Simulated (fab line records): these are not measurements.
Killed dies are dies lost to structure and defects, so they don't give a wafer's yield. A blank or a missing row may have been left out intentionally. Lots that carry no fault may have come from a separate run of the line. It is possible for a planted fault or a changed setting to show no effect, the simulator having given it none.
What tool caused it? / flow n5 finfet / 69 wafers from 23 lots sampled at 3 of the route's 1938 steps

## WHAT EACH GAUGE READ, for each wafer
N5_BEOL_M6_OVL_MEAS_12. Usual: M6_OVL 0.0 nm, standard deviation 0.77.
lot=L075; measured=day 11 05:20; on=overlay-01; M6_OVL (nm)=0.0 -0.3 0.5; flag=
lot=L074; measured=day 11 14:35; on=overlay-01; M6_OVL (nm)=-1.5 -0.2 -0.6; flag=
lot=L076; measured=day 11 14:45; on=overlay-01; M6_OVL (nm)=-0.4 1.1 1.2; flag=
lot=L078; measured=day 11 14:55; on=overlay-01; M6_OVL (nm)=0.3 1.0 1.2; flag=
lot=L077; measured=day 12 07:20; on=overlay-01; M6_OVL (nm)=-1.0 -0.3 -0.2; flag=
lot=L079; measured=day 12 11:56; on=overlay-01; M6_OVL (nm)=0.0 1.0 -0.7; flag=
lot=L081; measured=day 13 07:25; on=overlay-01; M6_OVL (nm)=-0.4 0.4 0.2; flag=
lot=L084; measured=day 13 17:45; on=overlay-01; M6_OVL (nm)=-0.6 0.0 0.0; flag=
lot=L082; measured=day 13 23:38; on=overlay-01; M6_OVL (nm)=0.0 0.1 0.2; flag=
lot=L080; measured=day 14 03:39; on=overlay-01; M6_OVL (nm)=-0.1 -0.3 1.0; flag=
lot=L087; measured=day 14 10:34; on=overlay-01; M6_OVL (nm)=0.0 0.2 0.0; flag=
lot=L085; measured=day 14 22:32; on=overlay-01; M6_OVL (nm)=0.8 0.1 0.0; flag=
lot=L088; measured=day 14 23:19; on=overlay-01; M6_OVL (nm)=0.1 0.9 0.1; flag=
lot=L089; measured=day 15 14:57; on=overlay-02; M6_OVL (nm)=1.0 0.5 -0.5; flag=
lot=L090; measured=day 15 15:21; on=overlay-02; M6_OVL (nm)=1.4 2.1 0.4; flag=
lot=L093; measured=day 15 22:54; on=overlay-01; M6_OVL (nm)=-0.9 -2.4 -1.3; flag=
lot=L091; measured=day 16 00:23; on=overlay-02; M6_OVL (nm)=-0.2 0.7 0.3; flag=
lot=L086; measured=day 16 04:44; on=overlay-01; M6_OVL (nm)=-0.5 0.3 -0.9; flag=
lot=L095; measured=day 16 05:49; on=overlay-01; M6_OVL (nm)=0.5 0.2 0.1; flag=
lot=L092; measured=day 16 22:34; on=overlay-02; M6_OVL (nm)=-0.6 -0.1 -1.3; flag=
lot=L094; measured=day 17 01:49; on=overlay-02; M6_OVL (nm)=1.4 1.0 0.4; flag=
lot=L096; measured=day 17 04:38; on=overlay-02; M6_OVL (nm)=0.2 -0.7 0.2; flag=
lot=L097; measured=day 17 07:01; on=overlay-02; M6_OVL (nm)=-0.4 -0.4 -1.4; flag=

## WHAT TOOL EACH LOT RAN ON (gives the tool, then ch and the chambers of the sampled wafers, and finally the start)
lot=L075; N5_BEOL_M6_PECVD_70=pecvd-01 ch 0,1,2, day 11 04:52; N5_BEOL_M6_HM_DEP_02=pvd sputter-03, day 11 04:55
lot=L074; N5_BEOL_M6_PECVD_70=pecvd-02 ch 0,2, day 11 12:05; N5_BEOL_M6_HM_DEP_02=pvd sputter-01, day 11 14:02
lot=L076; N5_BEOL_M6_PECVD_70=pecvd-03 ch 0,2, day 11 12:37; N5_BEOL_M6_HM_DEP_02=pvd sputter-01, day 11 14:08
lot=L078; N5_BEOL_M6_PECVD_70=pecvd-02 ch 0,2, day 11 13:11; N5_BEOL_M6_HM_DEP_02=pvd sputter-01, day 11 14:14
lot=L077; N5_BEOL_M6_PECVD_70=pecvd-02 ch 0,1,2, day 12 06:01; N5_BEOL_M6_HM_DEP_02=pvd sputter-03, day 12 06:49
lot=L079; N5_BEOL_M6_PECVD_70=pecvd-03 ch 0,1,2, day 12 10:31; N5_BEOL_M6_HM_DEP_02=pvd sputter-03, day 12 11:32
lot=L081; N5_BEOL_M6_PECVD_70=pecvd-02 ch 0,1,2, day 13 06:00; N5_BEOL_M6_HM_DEP_02=pvd sputter-01, day 13 06:52
lot=L084; N5_BEOL_M6_PECVD_70=pecvd-02 ch 0,2, day 13 15:23; N5_BEOL_M6_HM_DEP_02=pvd sputter-01, day 13 17:13
lot=L082; N5_BEOL_M6_PECVD_70=pecvd-01 ch 0,2, day 13 21:42; N5_BEOL_M6_HM_DEP_02=pvd sputter-02, day 13 23:06
lot=L080; N5_BEOL_M6_PECVD_70=pecvd-03 ch 0,1, day 14 01:23; N5_BEOL_M6_HM_DEP_02=pvd sputter-01, day 14 03:14
lot=L087; N5_BEOL_M6_PECVD_70=pecvd-02 ch 0,1,2, day 14 08:03; N5_BEOL_M6_HM_DEP_02=pvd sputter-01, day 14 10:02
lot=L085; N5_BEOL_M6_PECVD_70=pecvd-01 ch 0,1, day 14 21:04; N5_BEOL_M6_HM_DEP_02=pvd sputter-03, day 14 22:08
lot=L088; N5_BEOL_M6_PECVD_70=pecvd-03 ch 1,2, day 14 22:43; N5_BEOL_M6_HM_DEP_02=pvd sputter-03, day 14 22:47
lot=L089; N5_BEOL_M6_PECVD_70=pecvd-03 ch 0,1,2, day 15 11:52; N5_BEOL_M6_HM_DEP_02=pvd sputter-01, day 15 14:25
lot=L090; N5_BEOL_M6_PECVD_70=pecvd-01 ch 0,1, day 15 13:32; N5_BEOL_M6_HM_DEP_02=pvd sputter-01, day 15 14:49
lot=L093; N5_BEOL_M6_PECVD_70=pecvd-01 ch 0,1, day 15 22:21; N5_BEOL_M6_HM_DEP_02=pvd sputter-03, day 15 22:29
lot=L091; N5_BEOL_M6_PECVD_70=pecvd-01 ch 0,1,2, day 15 22:45; N5_BEOL_M6_HM_DEP_02=pvd sputter-01, day 15 23:51
lot=L086; N5_BEOL_M6_PECVD_70=pecvd-01 ch 1,2, day 16 01:48; N5_BEOL_M6_HM_DEP_02=pvd sputter-03, day 16 04:12
lot=L095; N5_BEOL_M6_PECVD_70=pecvd-01 ch 1,2, day 16 04:59; N5_BEOL_M6_HM_DEP_02=pvd sputter-01, day 16 05:18
lot=L092; N5_BEOL_M6_PECVD_70=pecvd-03 ch 0,2, day 16 21:21; N5_BEOL_M6_HM_DEP_02=pvd sputter-02, day 16 22:10
lot=L094; N5_BEOL_M6_PECVD_70=pecvd-01 ch 0,1, day 17 00:50; N5_BEOL_M6_HM_DEP_02=pvd sputter-02, day 17 01:17
lot=L096; N5_BEOL_M6_PECVD_70=pecvd-03 ch 0,2, day 17 02:29; N5_BEOL_M6_HM_DEP_02=pvd sputter-01, day 17 04:13
lot=L097; N5_BEOL_M6_PECVD_70=pecvd-01 ch 0,1,2, day 17 05:52; N5_BEOL_M6_HM_DEP_02=pvd sputter-01, day 17 06:29
- N5_BEOL_M6_PECVD_70: deposits SiO2 from TEOS/O2, target thk 20 nm, time 22.7 s.
- N5_BEOL_M6_HM_DEP_02: deposits TiN, target thk 20 nm.

## WHAT THE TOOLS THEMSELVES READ (means of the sampled wafers that have a number; where no wafer has one, the mark that the record gives instead)
N5_BEOL_M6_PECVD_70. Usual: heater power w 811 W, standard deviation 91; showerhead plenum p Torr 8.75 Torr, standard deviation 0.082; susceptor temp C 400.01 C, standard deviation 0.23; throttle valve pct 21.4 %, standard deviation 0.81.
lot=L075; tool=pecvd-01; heater power w (W)=838; showerhead plenum p Torr (Torr)=8.74; susceptor temp C (C)=400.00; throttle valve pct (%)=20.9; flag=
lot=L074; tool=pecvd-02; heater power w (W)=718; showerhead plenum p Torr (Torr)=8.79; susceptor temp C (C)=399.96; throttle valve pct (%)=20.7; flag=
lot=L076; tool=pecvd-03; heater power w (W)=792; showerhead plenum p Torr (Torr)=8.67; susceptor temp C (C)=399.98; throttle valve pct (%)=22.3; flag=
lot=L078; tool=pecvd-02; heater power w (W)=810; showerhead plenum p Torr (Torr)=8.81; susceptor temp C (C)=400.05; throttle valve pct (%)=20.6; flag=
lot=L077; tool=pecvd-02; heater power w (W)=747; showerhead plenum p Torr (Torr)=8.81; susceptor temp C (C)=400.02; throttle valve pct (%)=21.1; flag=
lot=L079; tool=pecvd-03; heater power w (W)=776; showerhead plenum p Torr (Torr)=8.71; susceptor temp C (C)=399.91; throttle valve pct (%)=22.4; flag=
lot=L081; tool=pecvd-02; heater power w (W)=788; showerhead plenum p Torr (Torr)=8.82; susceptor temp C (C)=399.84; throttle valve pct (%)=21.1; flag=
lot=L084; tool=pecvd-02; heater power w (W)=691; showerhead plenum p Torr (Torr)=8.80; susceptor temp C (C)=400.07; throttle valve pct (%)=20.7; flag=
lot=L082; tool=pecvd-01; heater power w (W)=881; showerhead plenum p Torr (Torr)=8.72; susceptor temp C (C)=400.13; throttle valve pct (%)=21.1; flag=
lot=L080; tool=pecvd-03; heater power w (W)=881; showerhead plenum p Torr (Torr)=8.78; susceptor temp C (C)=399.84; throttle valve pct (%)=22.6; flag=
lot=L087; tool=pecvd-02; heater power w (W)=809; showerhead plenum p Torr (Torr)=8.80; susceptor temp C (C)=400.11; throttle valve pct (%)=21.2; flag=
lot=L085; tool=pecvd-01; heater power w (W)=874; showerhead plenum p Torr (Torr)=8.78; susceptor temp C (C)=399.64; throttle valve pct (%)=21.0; flag=
lot=L088; tool=pecvd-03; heater power w (W)=823; showerhead plenum p Torr (Torr)=8.66; susceptor temp C (C)=400.06; throttle valve pct (%)=22.3; flag=
lot=L089; tool=pecvd-03; heater power w (W)=837; showerhead plenum p Torr (Torr)=8.73; susceptor temp C (C)=399.82; throttle valve pct (%)=22.5; flag=
lot=L090; tool=pecvd-01; heater power w (W)=876; showerhead plenum p Torr (Torr)=8.79; susceptor temp C (C)=399.87; throttle valve pct (%)=20.8; flag=
lot=L093; tool=pecvd-01; heater power w (W)=937; showerhead plenum p Torr (Torr)=8.80; susceptor temp C (C)=400.00; throttle valve pct (%)=20.9; flag=
lot=L091; tool=pecvd-01; heater power w (W)=853; showerhead plenum p Torr (Torr)=8.73; susceptor temp C (C)=400.02; throttle valve pct (%)=20.9; flag=
lot=L086; tool=pecvd-01; heater power w (W)=706; showerhead plenum p Torr (Torr)=8.70; susceptor temp C (C)=400.11; throttle valve pct (%)=20.6; flag=
lot=L095; tool=pecvd-01; heater power w (W)=800; showerhead plenum p Torr (Torr)=8.72; susceptor temp C (C)=400.29; throttle valve pct (%)=20.8; flag=
lot=L092; tool=pecvd-03; heater power w (W)=776; showerhead plenum p Torr (Torr)=8.67; susceptor temp C (C)=400.00; throttle valve pct (%)=22.3; flag=
lot=L094; tool=pecvd-01; heater power w (W)=874; showerhead plenum p Torr (Torr)=8.79; susceptor temp C (C)=400.03; throttle valve pct (%)=21.1; flag=
lot=L096; tool=pecvd-03; heater power w (W)=762; showerhead plenum p Torr (Torr)=8.67; susceptor temp C (C)=400.03; throttle valve pct (%)=22.5; flag=
lot=L097; tool=pecvd-01; heater power w (W)=801; showerhead plenum p Torr (Torr)=8.74; susceptor temp C (C)=400.26; throttle valve pct (%)=20.9; flag=

N5_BEOL_M6_HM_DEP_02. Usual: substrate temp c 25.02 C, standard deviation 0.11; susceptor temp C 24.98 C, standard deviation 0.095; throttle valve pct 29.8 %, standard deviation 0.95.
lot=L075; tool=pvd sputter-03; substrate temp c (C)=24.91; susceptor temp C (C)=24.99; throttle valve pct (%)=30.1; flag=
lot=L074; tool=pvd sputter-01; substrate temp c (C)=25.01; susceptor temp C (C)=25.00; throttle valve pct (%)=29.7; flag=
lot=L076; tool=pvd sputter-01; substrate temp c (C)=25.00; susceptor temp C (C)=24.98; throttle valve pct (%)=30.0; flag=
lot=L078; tool=pvd sputter-01; substrate temp c (C)=24.98; susceptor temp C (C)=25.01; throttle valve pct (%)=30.0; flag=
lot=L077; tool=pvd sputter-03; substrate temp c (C)=24.92; susceptor temp C (C)=24.99; throttle valve pct (%)=30.1; flag=
lot=L079; tool=pvd sputter-03; substrate temp c (C)=24.93; susceptor temp C (C)=25.01; throttle valve pct (%)=30.1; flag=
lot=L081; tool=pvd sputter-01; substrate temp c (C)=25.10; susceptor temp C (C)=24.96; throttle valve pct (%)=30.4; flag=
lot=L084; tool=pvd sputter-01; substrate temp c (C)=24.99; susceptor temp C (C)=24.93; throttle valve pct (%)=30.3; flag=
lot=L082; tool=pvd sputter-02; substrate temp c (C)=25.01; susceptor temp C (C)=24.86; throttle valve pct (%)=29.6; flag=
lot=L080; tool=pvd sputter-01; substrate temp c (C)=25.09; susceptor temp C (C)=24.98; throttle valve pct (%)=29.6; flag=
lot=L087; tool=pvd sputter-01; substrate temp c (C)=25.12; susceptor temp C (C)=24.98; throttle valve pct (%)=28.9; flag=
lot=L085; tool=pvd sputter-03; substrate temp c (C)=25.12; susceptor temp C (C)=24.96; throttle valve pct (%)=29.9; flag=
lot=L088; tool=pvd sputter-03; substrate temp c (C)=25.00; susceptor temp C (C)=24.94; throttle valve pct (%)=30.0; flag=
lot=L089; tool=pvd sputter-01; substrate temp c (C)=25.06; susceptor temp C (C)=24.93; throttle valve pct (%)=29.6; flag=
lot=L090; tool=pvd sputter-01; substrate temp c (C)=24.89; susceptor temp C (C)=24.94; throttle valve pct (%)=29.6; flag=
lot=L093; tool=pvd sputter-03; substrate temp c (C)=24.99; susceptor temp C (C)=25.01; throttle valve pct (%)=29.9; flag=
lot=L091; tool=pvd sputter-01; substrate temp c (C)=25.03; susceptor temp C (C)=25.01; throttle valve pct (%)=29.5; flag=
lot=L086; tool=pvd sputter-03; substrate temp c (C)=24.96; susceptor temp C (C)=24.96; throttle valve pct (%)=29.1; flag=
lot=L095; tool=pvd sputter-01; substrate temp c (C)=24.99; susceptor temp C (C)=24.92; throttle valve pct (%)=29.1; flag=
lot=L092; tool=pvd sputter-02; substrate temp c (C)=24.95; susceptor temp C (C)=24.93; throttle valve pct (%)=30.2; flag=
lot=L094; tool=pvd sputter-02; substrate temp c (C)=24.84; susceptor temp C (C)=24.93; throttle valve pct (%)=30.7; flag=
lot=L096; tool=pvd sputter-01; substrate temp c (C)=24.91; susceptor temp C (C)=25.09; throttle valve pct (%)=29.4; flag=
lot=L097; tool=pvd sputter-01; substrate temp c (C)=25.02; susceptor temp C (C)=25.02; throttle valve pct (%)=29.0; flag=

## THE ANSWER, worked out from the rows above alone
Rule: a lot is off if the mean of its wafers that have a number lies more than 3 standard deviations from the usual mean. A lot without any number at a reading at which 4 lots or more have one is off too. Where the step has rows for the other lots, those lots are counted as sound. The gauges are gone through in route order, then the tools' own readings, and for those a lot's mean is taken as printed above. At the first step where some lot is off, the reading lying furthest off is the one used; lots without a number count as furthest.
Nothing can be told from this: no lot is off at any reading shown.

## WHAT THE SIMULATOR HAD INSERTED
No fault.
